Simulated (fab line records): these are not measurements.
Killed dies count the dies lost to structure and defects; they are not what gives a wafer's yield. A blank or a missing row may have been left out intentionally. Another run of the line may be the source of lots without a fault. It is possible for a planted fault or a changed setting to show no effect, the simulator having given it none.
fab line records -- flow n5-finfet
record lots=5, wafers=15, last-day=18
route steps=1938 shown ZERO_LAYER@16 WELL_APT@20
lots that met no fault: taken from a fault-free run of the same line
start-h: hours from the record's opening day to when the first of the lot's shown wafers began -- wait-h: hours from the lot's prior step to this one -- " the same as in the row above -- L1.1+2: a single row standing in for several wafers -- - no value present, or no start provided -- * or withheld: withheld -- < > ~ a bound
route shown NAME@n: a module of which the file shows steps, and the number in the route of the first -- usual: mean/standard deviation of fault-free wafers -- same: alike in all rows -- chamber/n: place in a boat -- sites: the reading at each site -- _std_site: the standard deviation of these -- _edge_site: outer sites' mean less inner sites' -- radius-mm: for every site, how far away it sits from the centre of the wafer -- mask NAME#n: copy n -- behind: the most recent tool/chamber to have shaped the wafer -- hold: what put the lot on hold/how long, in hours/how the hold closed -- device: names the non-switching transistor (n, p or np) -- end of line: the same wafers' tests at the end of the route -- a step without rows: its recipe alone -- killed: dies that structure and defects cost at the first sort, which is not the same as the wafer's yield -- map: a wafer's dies, marking killed ones x, the rest . and places with no die _
set.NAME: the setting as run; set.NAME@STEP: as run at that earlier step -- model.NAME: the simulator's own value behind a step, which no gauge read
a table for each step, a row for each wafer; lots at some steps of the route
services: the hour from which a tool's chamber was out of use, counted from the record's first day as start-h (under 0 if before that day), plus the number of hours and why
## steps
# step N5_ZERO_LAYER_ETCH_18
# recipe chemistry=HBr/Cl2, target=Si, target-depth-a=1200, time-s=40, pressure-mtorr=10, icp-w=800, bias-w=75, HBr_flow_sccm=150, Cl2_flow_sccm=80
# usual drypump-motor-current-A=5.9/0.46, oes-product-au=1.006/0.012, throttle-valve-pct=36.24/0.18
lot.wafer,tool,chamber,start-h,wait-h,drypump-motor-current-A,oes-product-au,rf-hours-counter-h,throttle-valve-pct
L078.1,rie-si-05,0,36.80,0.0,6.0,1.006,42,36.33
L078.3,rie-si-05,2,36.80,0.0,6.1,1.029,48,36.34
L078.5,rie-si-05,0,36.80,0.0,6.0,0.998,-,36.34
L079.1,rie-si-01,0,42.88,0.0,6.3,0.999,2,36.59
L079.2,rie-si-01,3,42.88,0.0,5.6,0.990,135,36.21
L079.5,rie-si-01,2,42.88,0.0,5.8,0.986,-,36.15
L084.1,rie-si-01,2,73.38,0.0,5.8,0.991,118,36.14
L084.3,rie-si-01,1,73.38,0.0,5.6,1.007,124,36.55
L084.6,rie-si-01,1,73.38,0.0,5.6,1.012,-,36.55
L092.3,rie-si-05,0,120.87,0.0,6.1,1.001,43,36.32
L092.5,rie-si-05,0,120.87,0.0,6.0,0.998,-,36.32
L092.6,rie-si-05,1,120.87,0.0,6.8,1.018,-,35.99
L097.2,rie-si-01,0,150.92,0.0,6.3,0.999,4,36.60
L097.4,rie-si-01,2,150.92,0.0,5.8,0.995,120,36.14
L097.6,rie-si-01,1,150.92,0.0,5.6,1.017,-,36.55
# step N5_ZERO_LAYER_STRIP_24
# recipe chemistry=O2, power-w=1000, temp-c=250, overash-fraction=0.3, pressure-mtorr=1000, o2-flow-sccm=6750
# usual drypump-motor-current-A=5.4/0.49, heater-power-w=323/61, oes-product-au=0.647/0.0043, strip-time-to-endpoint-s=43.85/0.085
lot.wafer,tool,chamber,start-h,wait-h,drypump-motor-current-A,heater-power-w,oes-product-au,rf-hours-counter-h,strip-time-to-endpoint-s
L078.1,plasma-asher-01,1,36.91,0.1,4.7,376,0.643,28,43.89
L078.3,plasma-asher-01,0,36.91,0.1,5.1,318,0.647,-,43.79
L078.5,plasma-asher-01,0,36.91,0.1,5.1,331,0.638,-,43.88
L079.1,plasma-asher-01,0,42.99,0.1,5.1,323,0.650,30,43.72
L079.2,plasma-asher-01,1,42.99,0.1,4.7,380,0.641,30,43.83
L079.5,plasma-asher-01,0,42.99,0.1,5.1,324,0.648,-,43.93
L084.1,plasma-asher-01,1,73.48,0.1,4.7,374,0.650,37,43.90
L084.3,plasma-asher-01,1,73.48,0.1,4.7,373,0.651,-,43.97
L084.6,plasma-asher-01,1,73.48,0.1,4.7,377,0.649,-,43.90
L092.3,plasma-asher-01,0,120.99,0.1,5.1,328,0.643,-,43.90
L092.5,plasma-asher-01,1,120.99,0.1,4.7,374,0.654,-,43.87
L092.6,plasma-asher-01,0,120.99,0.1,5.1,318,0.649,-,43.91
L097.2,plasma-asher-02,0,151.02,0.1,5.7,380,0.652,100,43.78
L097.4,plasma-asher-02,1,151.02,0.1,5.9,230,0.646,-,43.77
L097.6,plasma-asher-02,0,151.02,0.1,5.7,367,0.648,-,43.88
# step N5_ZERO_LAYER_STRIP_19
# recipe chemistry=SPM, time-s=900, temp-c=130, h2so4-h2o2-vol-ratio=4, dry=ipa-marangoni
lot.wafer,tool,chamber,start-h,wait-h
L078.1+3+5,wet-bench-02,"3,0,1",37.00,0.1
L079.1+2+5,wet-bench-02,"4,5,6",43.08,0.1
L084.1+3+6,wet-bench-02,"6,5,3",73.57,0.1
L092.3+5+6,wet-bench-03,"1,4,6",121.06,0.1
L097.2+4+6,wet-bench-03,"0,4,3",151.11,0.1
# step N5_ZERO_LAYER_INSPECT_20
# recipe inspect-instrument=darkfield, mode=post-clean
# usual raw-defect-count=33/15
lot.wafer,tool,chamber,start-h,wait-h,raw-defect-count
L078.1,defect-inspect-02,-,37.27,0.0,29
L078.3,defect-inspect-02,-,37.27,0.0,25
L078.5,defect-inspect-02,-,37.27,0.0,19
L079.1,defect-inspect-01,-,43.35,0.0,29
L079.2,defect-inspect-01,-,43.35,0.0,31
L079.5,defect-inspect-01,-,43.35,0.0,53
L084.1,defect-inspect-01,-,73.84,0.0,46
L084.3,defect-inspect-01,-,73.84,0.0,27
L084.6,defect-inspect-01,-,73.84,0.0,39
L092.3,defect-inspect-02,-,121.34,0.0,27
L092.5,defect-inspect-02,-,121.34,0.0,24
L092.6,defect-inspect-02,-,121.34,0.0,14
L097.2,defect-inspect-01,-,151.38,0.0,38
L097.4,defect-inspect-01,-,151.38,0.0,45
L097.6,defect-inspect-01,-,151.38,0.0,37
# step N5_WELL_APT_HMDS_01
# recipe time-s=60, temp-c=120
lot.wafer,tool,chamber,start-h,wait-h
L078.1+3+5,litho-track-05,0,37.30,0.0
L079.1+2+5,litho-track-02,0,43.38,0.0
L084.1+3+6,litho-track-03,0,73.87,0.0
L092.3+5+6,litho-track-03,0,121.37,0.0
L097.2+4+6,litho-track-05,0,151.42,0.0
# step N5_WELL_APT_COAT_02
# recipe spin-rpm=1357, resist-thk-nm=950
# usual dispense-pressure-kPa=49/3.4
lot.wafer,tool,chamber,start-h,wait-h,dispense-pressure-kPa
L078.1,litho-track-05,0,-,-,44
L078.3,litho-track-05,0,-,-,44
L078.5,litho-track-05,0,-,-,44
L079.1,litho-track-02,0,-,-,49
L079.2,litho-track-02,0,-,-,49
L079.5,litho-track-02,0,-,-,49
L084.1,litho-track-03,0,-,-,53
L084.3,litho-track-03,0,-,-,53
L084.6,litho-track-03,0,-,-,53
L092.3,litho-track-03,0,-,-,53
L092.5,litho-track-03,0,-,-,53
L092.6,litho-track-03,0,-,-,53
L097.2,litho-track-05,0,-,-,44
L097.4,litho-track-05,0,-,-,44
L097.6,litho-track-05,0,-,-,44
# step N5_WELL_APT_EBR_04
# recipe solvent=PGMEA, ebr-width-mm=1.5
lot.wafer,tool,chamber,start-h,wait-h
L078.1+3+5,litho-track-05,0,-,-
L079.1+2+5,litho-track-02,0,-,-
L084.1+3+6,litho-track-03,0,-,-
L092.3+5+6,litho-track-03,0,-,-
L097.2+4+6,litho-track-05,0,-,-
# step N5_WELL_APT_SOFTBAKE_03
# recipe temp-c=130, time-s=60
lot.wafer,tool,chamber,start-h,wait-h
L078.1+3+5,litho-track-05,0,-,-
L079.1+2+5,litho-track-02,0,-,-
L084.1+3+6,litho-track-03,0,-,-
L092.3+5+6,litho-track-03,0,-,-
L097.2+4+6,litho-track-05,0,-,-
# step N5_WELL_APT_EXPOSE_05
# recipe mask-id=NWELL, na=0.8, source-shape=conventional, sigma-outer=0.8, polarization=unpolarized, defocus-nm=0, target-cd-nm=200, dose-mj=20.3
lot.wafer,tool,chamber,start-h,wait-h,mask
L078.1+3+5,krf-scanner-01,0,37.40,-,NWELL#0
L079.1+2+5,krf-scanner-02,0,43.60,-,NWELL#0
L084.1+3+6,krf-scanner-01,0,74.10,-,NWELL#0
L092.3+5+6,krf-scanner-01,0,121.60,-,NWELL#0
L097.2+4+6,krf-scanner-02,0,151.52,-,NWELL#0
# step N5_WELL_APT_PEB_06
# recipe peb-temp-c=130, peb-time-s=90
lot.wafer,tool,chamber,start-h,wait-h
L078.1+3+5,litho-track-05,0,37.46,0.1
L079.1+2+5,litho-track-02,0,43.66,0.1
L084.1+3+6,litho-track-03,0,74.15,0.1
L092.3+5+6,litho-track-03,0,121.65,0.0
L097.2+4+6,litho-track-03,0,151.57,0.0
# step N5_WELL_APT_DEVELOP_07
# recipe develop-time-s=45, rinse-liquid=surfactant-rinse, dry=air-spin, dev-temp-c=21
lot.wafer,tool,chamber,start-h,wait-h
L078.1+3+5,litho-track-05,0,-,-
L079.1+2+5,litho-track-02,0,-,-
L084.1+3+6,litho-track-03,0,-,-
L092.3+5+6,litho-track-03,0,-,-
L097.2+4+6,litho-track-03,0,-,-
# step N5_WELL_APT_HARDBAKE_12
# recipe temp-c=130, time-s=120
lot.wafer,tool,chamber,start-h,wait-h
L078.1+3+5,litho-track-05,0,-,-
L079.1+2+5,litho-track-02,0,-,-
L084.1+3+6,litho-track-03,0,-,-
L092.3+5+6,litho-track-03,0,-,-
L097.2+4+6,litho-track-03,0,-,-
# step N5_WELL_APT_CD_MEAS_08
# recipe target-cd-nm=200, landing-energy-ev=500, detector=se-inlens
# usual cd-nm=200.0/1.4
lot.wafer,tool,chamber,start-h,wait-h,cd-nm
L078.1,cd-sem-02,0,37.57,-,201.2
L078.3,cd-sem-02,0,37.57,-,199.7
L078.5,cd-sem-02,0,37.57,-,200.4
L079.1,cd-sem-01,0,43.78,-,199.9
L079.2,cd-sem-01,0,43.78,-,201.6
L079.5,cd-sem-01,0,43.78,-,199.7
L084.1,cd-sem-02,0,74.27,-,201.3
L084.3,cd-sem-02,0,74.27,-,199.9
L084.6,cd-sem-02,0,74.27,-,201.2
L092.3,cd-sem-02,0,121.77,-,200.5
L092.5,cd-sem-02,0,121.77,-,199.0
L092.6,cd-sem-02,0,121.77,-,198.6
L097.2,cd-sem-01,0,151.69,-,200.3
L097.4,cd-sem-01,0,151.69,-,199.5
L097.6,cd-sem-01,0,151.69,-,199.7
# step N5_WELL_APT_OVL_MEAS_09
# recipe points-per-wafer=44
# usual NWELL_OVL=1/4.6
lot.wafer,tool,chamber,start-h,wait-h,NWELL_OVL[nm]
L078.1,overlay-01,0,37.60,0.0,1
L078.3,overlay-01,0,37.60,0.0,-3
L078.5,overlay-01,0,37.60,0.0,3
L079.1,overlay-01,0,43.81,0.0,-2
L079.2,overlay-01,0,43.81,0.0,1
L079.5,overlay-01,0,43.81,0.0,-4
L084.1,overlay-01,0,74.30,0.0,-2
L084.3,overlay-01,0,74.30,0.0,1
L084.6,overlay-01,0,74.30,0.0,-5
L092.3,overlay-01,0,121.79,0.0,6
L092.5,overlay-01,0,121.79,0.0,2
L092.6,overlay-01,0,121.79,0.0,3
L097.2,overlay-01,0,151.72,0.0,5
L097.4,overlay-01,0,151.72,0.0,4
L097.6,overlay-01,0,151.72,0.0,-1
# step N5_WELL_APT_INSPECT_10
# recipe mode=adi, inspect-instrument=macro
# usual raw-defect-count=2/1.4
lot.wafer,tool,chamber,start-h,wait-h,raw-defect-count
L078.1,defect-inspect-01,-,37.63,0.0,2
L078.3,defect-inspect-01,-,37.63,0.0,1
L078.5,defect-inspect-01,-,37.63,0.0,1
L079.1,defect-inspect-01,-,43.83,0.0,2
L079.2,defect-inspect-01,-,43.83,0.0,1
L079.5,defect-inspect-01,-,43.83,0.0,1
L084.1,defect-inspect-01,-,74.32,0.0,2
L084.3,defect-inspect-01,-,74.32,0.0,5
L084.6,defect-inspect-01,-,74.32,0.0,0
L092.3,defect-inspect-02,-,121.82,0.0,2
L092.5,defect-inspect-02,-,121.82,0.0,1
L092.6,defect-inspect-02,-,121.82,0.0,5
L097.2,defect-inspect-02,-,151.74,0.0,1
L097.4,defect-inspect-02,-,151.74,0.0,0
L097.6,defect-inspect-02,-,151.74,0.0,2
# step N5_WELL_APT_DESCUM_13
# recipe chemistry=O2, time-s=7.9, source-power-w=50, bias-power-w=20, pressure-mtorr=20, rf-frequency-hz=2.712e+07, temp-c=40, o2-flow-sccm=225
# usual drypump-motor-current-A=5.6/0.43, oes-product-au=0.80/0.099, rf-vpp-V=243.3/1.4, showerhead-plenum-p-Torr=2.10/0.075, throttle-valve-pct=20.47/0.26
lot.wafer,tool,chamber,start-h,wait-h,drypump-motor-current-A,oes-product-au,rf-hours-counter-h,rf-vpp-V,showerhead-plenum-p-Torr,throttle-valve-pct
L078.1,rie-diel-01,1,37.66,0.0,5.6,0.73,177,243.5,2.08,20.47
L078.3,rie-diel-01,0,37.66,0.0,6.2,0.73,177,243.6,2.08,20.72
L078.5,rie-diel-01,1,37.66,0.0,5.6,0.73,-,242.9,2.08,20.48
L079.1,rie-diel-06,2,44.14,0.3,5.8,0.73,169,243.3,2.09,20.61
L079.2,rie-diel-06,3,44.14,0.3,5.7,0.71,191,245.4,2.17,20.83
L079.5,rie-diel-06,3,44.14,0.3,5.7,0.71,-,245.1,2.17,20.83
L084.1,rie-diel-05,3,74.36,0.0,5.0,0.70,255,240.9,1.97,20.63
L084.3,rie-diel-05,1,74.36,0.0,6.1,0.67,243,244.1,2.15,20.52
L084.6,rie-diel-05,0,74.36,0.0,5.5,0.98,-,241.0,2.05,20.06
L092.3,rie-diel-05,3,122.19,0.4,5.0,0.94,-,244.7,2.23,20.20
L092.5,rie-diel-05,3,122.19,0.4,4.9,0.94,-,245.0,2.23,20.21
L092.6,rie-diel-05,2,122.19,0.4,5.6,0.89,-,243.2,2.03,20.52
L097.2,rie-diel-06,3,151.84,0.1,5.7,0.68,227,243.8,2.16,20.88
L097.4,rie-diel-06,1,151.84,0.1,6.2,0.89,-,246.4,2.23,20.53
L097.6,rie-diel-06,2,151.84,0.1,5.8,0.72,-,242.8,2.08,20.65
# step N5_WELL_APT_IMPLANT_14
# recipe species=P, energy-kev=160, dose-cm2=1.5e+13, tilt-deg=0, rotation-deg=0
# usual faraday-current-uA=190/3.9
lot.wafer,tool,chamber,start-h,wait-h,faraday-current-uA
L078.1,implanter-01,0,37.76,0.1,190
L078.3,implanter-01,0,37.76,0.1,195
L078.5,implanter-01,0,37.76,0.1,188
L079.1,implanter-02,0,44.25,0.1,188
L079.2,implanter-02,0,44.25,0.1,190
L079.5,implanter-02,0,44.25,0.1,191
L084.1,implanter-02,0,74.46,0.1,187
L084.3,implanter-02,0,74.46,0.1,192
L084.6,implanter-02,0,74.46,0.1,200
L092.3,implanter-01,0,122.35,0.1,191
L092.5,implanter-01,0,122.35,0.1,194
L092.6,implanter-01,0,122.35,0.1,192
L097.2,implanter-02,0,151.97,0.1,193
L097.4,implanter-02,0,151.97,0.1,198
L097.6,implanter-02,0,151.97,0.1,194
# step N5_WELL_APT_IMPLANT_15
# recipe species=As, energy-kev=25, dose-cm2=1.5e+13, tilt-deg=0, rotation-deg=0
# usual faraday-current-uA=191/3.6
lot.wafer,tool,chamber,start-h,wait-h,faraday-current-uA
L078.1,implanter-01,0,37.94,0.1,194
L078.3,implanter-01,0,37.94,0.1,191
L078.5,implanter-01,0,37.94,0.1,189
L079.1,implanter-02,0,44.43,0.1,181
L079.2,implanter-02,0,44.43,0.1,188
L079.5,implanter-02,0,44.43,0.1,195
L084.1,implanter-02,0,74.64,0.1,188
L084.3,implanter-02,0,74.64,0.1,187
L084.6,implanter-02,0,74.64,0.1,191
L092.3,implanter-01,0,122.53,0.1,185
L092.5,implanter-01,0,122.53,0.1,191
L092.6,implanter-01,0,122.53,0.1,187
L097.2,implanter-02,0,152.15,0.1,188
L097.4,implanter-02,0,152.15,0.1,186
L097.6,implanter-02,0,152.15,0.1,193
# step N5_WELL_APT_STRIP_16
# recipe chemistry=SPM, time-s=900, temp-c=130, h2so4-h2o2-vol-ratio=4, dry=ipa-marangoni
lot.wafer,tool,chamber,start-h,wait-h
L078.1+3+5,wet-bench-01,"2,0,3",38.15,0.2
L079.1+2+5,wet-bench-05,"6,0,4",44.63,0.2
L084.1+3+6,wet-bench-01,"5,4,6",74.84,0.2
L092.3+5+6,wet-bench-04,"3,2,6",122.69,0.1
L097.2+4+6,wet-bench-05,"2,0,1",152.32,0.1
# step N5_WELL_APT_HMDS_18
# recipe time-s=60, temp-c=120
lot.wafer,tool,chamber,start-h,wait-h
L078.1+3+5,litho-track-02,0,38.44,0.0
L079.1+2+5,litho-track-03,0,44.91,0.0
L084.1+3+6,litho-track-02,0,75.14,0.0
L092.3+5+6,litho-track-05,0,122.97,0.0
L097.2+4+6,litho-track-02,0,152.60,0.0
# step N5_WELL_APT_COAT_19
# recipe spin-rpm=1357, resist-thk-nm=950
# usual dispense-pressure-kPa=50/3.2
lot.wafer,tool,chamber,start-h,wait-h,dispense-pressure-kPa
L078.1,litho-track-02,0,-,-,49
L078.3,litho-track-02,0,-,-,49
L078.5,litho-track-02,0,-,-,49
L079.1,litho-track-03,0,-,-,53
L079.2,litho-track-03,0,-,-,53
L079.5,litho-track-03,0,-,-,53
L084.1,litho-track-02,0,-,-,49
L084.3,litho-track-02,0,-,-,49
L084.6,litho-track-02,0,-,-,49
L092.3,litho-track-05,0,-,-,44
L092.5,litho-track-05,0,-,-,44
L092.6,litho-track-05,0,-,-,44
L097.2,litho-track-02,0,-,-,49
L097.4,litho-track-02,0,-,-,49
L097.6,litho-track-02,0,-,-,49
# step N5_WELL_APT_EBR_21
# recipe solvent=PGMEA, ebr-width-mm=1.5
lot.wafer,tool,chamber,start-h,wait-h
L078.1+3+5,litho-track-02,0,-,-
L079.1+2+5,litho-track-03,0,-,-
L084.1+3+6,litho-track-02,0,-,-
L092.3+5+6,litho-track-05,0,-,-
L097.2+4+6,litho-track-02,0,-,-
# step N5_WELL_APT_SOFTBAKE_20
# recipe temp-c=130, time-s=60
lot.wafer,tool,chamber,start-h,wait-h
L078.1+3+5,litho-track-02,0,-,-
L079.1+2+5,litho-track-03,0,-,-
L084.1+3+6,litho-track-02,0,-,-
L092.3+5+6,litho-track-05,0,-,-
L097.2+4+6,litho-track-02,0,-,-
# step N5_WELL_APT_EXPOSE_22
# recipe mask-id=PWELL, na=0.8, source-shape=conventional, sigma-outer=0.8, polarization=unpolarized, defocus-nm=0, target-cd-nm=200, dose-mj=23.2
lot.wafer,tool,chamber,start-h,wait-h,mask
L078.1+3+5,krf-scanner-02,0,38.67,-,PWELL#0
L079.1+2+5,krf-scanner-01,0,45.13,-,PWELL#0
L084.1+3+6,krf-scanner-02,0,75.24,-,PWELL#0
L092.3+5+6,krf-scanner-02,0,123.08,-,PWELL#0
L097.2+4+6,krf-scanner-02,0,152.71,-,PWELL#0
# step N5_WELL_APT_PEB_23
# recipe peb-temp-c=130, peb-time-s=90
lot.wafer,tool,chamber,start-h,wait-h
L078.1+3+5,litho-track-02,0,38.72,0.1
L079.1+2+5,litho-track-03,0,45.19,0.1
L084.1+3+6,litho-track-02,0,75.30,0.1
L092.3+5+6,litho-track-05,0,123.13,0.0
L097.2+4+6,litho-track-02,0,152.76,0.0
# step N5_WELL_APT_DEVELOP_24
# recipe develop-time-s=45, rinse-liquid=surfactant-rinse, dry=air-spin, dev-temp-c=21
lot.wafer,tool,chamber,start-h,wait-h
L078.1+3+5,litho-track-02,0,-,-
L079.1+2+5,litho-track-03,0,-,-
L084.1+3+6,litho-track-02,0,-,-
L092.3+5+6,litho-track-05,0,-,-
L097.2+4+6,litho-track-02,0,-,-
# step N5_WELL_APT_HARDBAKE_29
# recipe temp-c=130, time-s=120
lot.wafer,tool,chamber,start-h,wait-h
L078.1+3+5,litho-track-02,0,-,-
L079.1+2+5,litho-track-03,0,-,-
L084.1+3+6,litho-track-02,0,-,-
L092.3+5+6,litho-track-05,0,-,-
L097.2+4+6,litho-track-02,0,-,-
# step N5_WELL_APT_CD_MEAS_25
# recipe target-cd-nm=200, landing-energy-ev=500, detector=se-inlens
# usual cd-nm=199.8/1.7
lot.wafer,tool,chamber,start-h,wait-h,cd-nm
L078.1,cd-sem-03,0,38.84,-,198.6
L078.3,cd-sem-03,0,38.84,-,200.9
L078.5,cd-sem-03,0,38.84,-,201.5
L079.1,cd-sem-03,0,45.30,-,200.5
L079.2,cd-sem-03,0,45.30,-,201.0
L079.5,cd-sem-03,0,45.30,-,201.3
L084.1,cd-sem-03,0,75.41,-,198.7
L084.3,cd-sem-03,0,75.41,-,199.5
L084.6,cd-sem-03,0,75.41,-,200.3
L092.3,cd-sem-01,0,123.24,-,199.1
L092.5,cd-sem-01,0,123.24,-,199.6
L092.6,cd-sem-01,0,123.24,-,201.3
L097.2,cd-sem-01,0,152.87,-,199.5
L097.4,cd-sem-01,0,152.87,-,200.4
L097.6,cd-sem-01,0,152.87,-,201.8
# step N5_WELL_APT_OVL_MEAS_26
# recipe points-per-wafer=44
# usual PWELL_OVL=-3/5.8
lot.wafer,tool,chamber,start-h,wait-h,PWELL_OVL[nm]
L078.1,overlay-01,0,38.87,0.0,-3
L078.3,overlay-01,0,38.87,0.0,-14
L078.5,overlay-01,0,38.87,0.0,-9
L079.1,overlay-01,0,45.33,0.0,-8
L079.2,overlay-01,0,45.33,0.0,-9
L079.5,overlay-01,0,45.33,0.0,-4
L084.1,overlay-01,0,75.44,0.0,4
L084.3,overlay-01,0,75.44,0.0,-1
L084.6,overlay-01,0,75.44,0.0,5
L092.3,overlay-02,0,123.27,0.0,0
L092.5,overlay-02,0,123.27,0.0,-4
L092.6,overlay-02,0,123.27,0.0,-3
L097.2,overlay-01,0,152.90,0.0,-8
L097.4,overlay-01,0,152.90,0.0,-8
L097.6,overlay-01,0,152.90,0.0,-7
## services
tool,chamber,start-h,hours,kind
krf-scanner-01,-,12.95,1.3,pm
rie-diel-05,0,14.11,2.5,repair
rie-si-01,3,16.97,6.0,repair
plasma-asher-01,-,20.88,2.8,pm
krf-scanner-02,-,22.74,0.3,repair
plasma-asher-01,-,37.97,2.7,repair
implanter-01,-,47.12,2.9,repair
wet-bench-03,-,69.50,1.9,pm
krf-scanner-02,-,69.77,0.8,pm
rie-si-05,0,71.47,7.9,repair
implanter-01,-,71.62,6.7,repair
rie-diel-05,3,77.97,4.6,repair
wet-bench-02,-,89.82,1.7,repair
wet-bench-01,-,102.91,3.2,repair
krf-scanner-01,-,103.40,1.0,pm
rie-si-01,-,112.86,0.3,repair
krf-scanner-01,-,118.95,0.8,pm
implanter-02,-,124.25,14.9,pm
krf-scanner-01,-,126.11,3.6,pm
rie-si-05,3,127.44,17.1,repair
rie-si-05,0,127.68,1.2,repair
krf-scanner-02,-,128.39,2.9,repair
krf-scanner-02,-,140.97,1.3,pm
krf-scanner-02,-,149.56,1.0,pm
## key
fault none
